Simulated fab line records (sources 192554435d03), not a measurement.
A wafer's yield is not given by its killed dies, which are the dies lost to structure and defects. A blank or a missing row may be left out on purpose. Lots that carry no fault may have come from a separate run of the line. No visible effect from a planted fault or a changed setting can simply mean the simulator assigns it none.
Chamber matching || flow n5Finfet || N5_BEOL_M0_SAQP_PECVD_96 on pecvd-01: 3 sister chambers
The step deposits a-Si from SiH4/He, target thk 45 nm, time 45.2 s. 3 wafers are shown with their chamber, then 9 later ones without.

== WAFERS WITH THEIR CHAMBER ==
{"wafer": "L083.2", "chamber": 2, "throttleValvePct (%)": 17.2}
{"wafer": "L084.5", "chamber": 1, "throttleValvePct (%)": 19.3}
{"wafer": "L084.6", "chamber": 0, "throttleValvePct (%)": 19.3}

== WAFERS MISSING THEIR CHAMBER ==
{"wafer": "L085.2", "throttleValvePct (%)": 17.4}
{"wafer": "L085.4", "throttleValvePct (%)": 17.2}
{"wafer": "L085.6", "throttleValvePct (%)": 19.1}
{"wafer": "L086.1", "throttleValvePct (%)": 17.3}
{"wafer": "L086.2", "throttleValvePct (%)": 19.3}
{"wafer": "L086.4", "throttleValvePct (%)": 17.4}
{"wafer": "L095.1", "throttleValvePct (%)": 19.5}
{"wafer": "L095.3", "throttleValvePct (%)": 17.4}
{"wafer": "L095.4", "throttleValvePct (%)": 19.3}

== THE CHAMBER EACH PASSED THROUGH ==
{"wafer": "L085.2", "from the rows above": 2, "in truth": 2}
{"wafer": "L085.4", "from the rows above": 2, "in truth": 2}
{"wafer": "L085.6", "from the rows above": "can't be placed: 0 or 1", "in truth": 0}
{"wafer": "L086.1", "from the rows above": 2, "in truth": 2}
{"wafer": "L086.2", "from the rows above": "can't be placed: 0 or 1", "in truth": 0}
{"wafer": "L086.4", "from the rows above": 2, "in truth": 2}
{"wafer": "L095.1", "from the rows above": "can't be placed: 0 or 1", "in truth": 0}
{"wafer": "L095.3", "from the rows above": 2, "in truth": 2}
{"wafer": "L095.4", "from the rows above": "can't be placed: 0 or 1", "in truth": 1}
Placed correctly: 5 of 9. These rows do not allow placing 4 (true chamber among the candidates in 4). Wrongly placed: 0.
How it was worked out, from the rows above alone: a wafer's distance from a chamber is the root of the sum, over the readings, of the square of ((its reading less the chamber's mean) divided by the reading's scatter). If the next closest chamber is less than 2 further off than the closest, the wafer can't be placed; otherwise it belongs to the closest. Each chamber's mean is taken over the wafers shown for it. The scatter (one wafer shown for each chamber): square how far every hidden wafer sits from the nearest shown wafer, average those squares and take the square root.
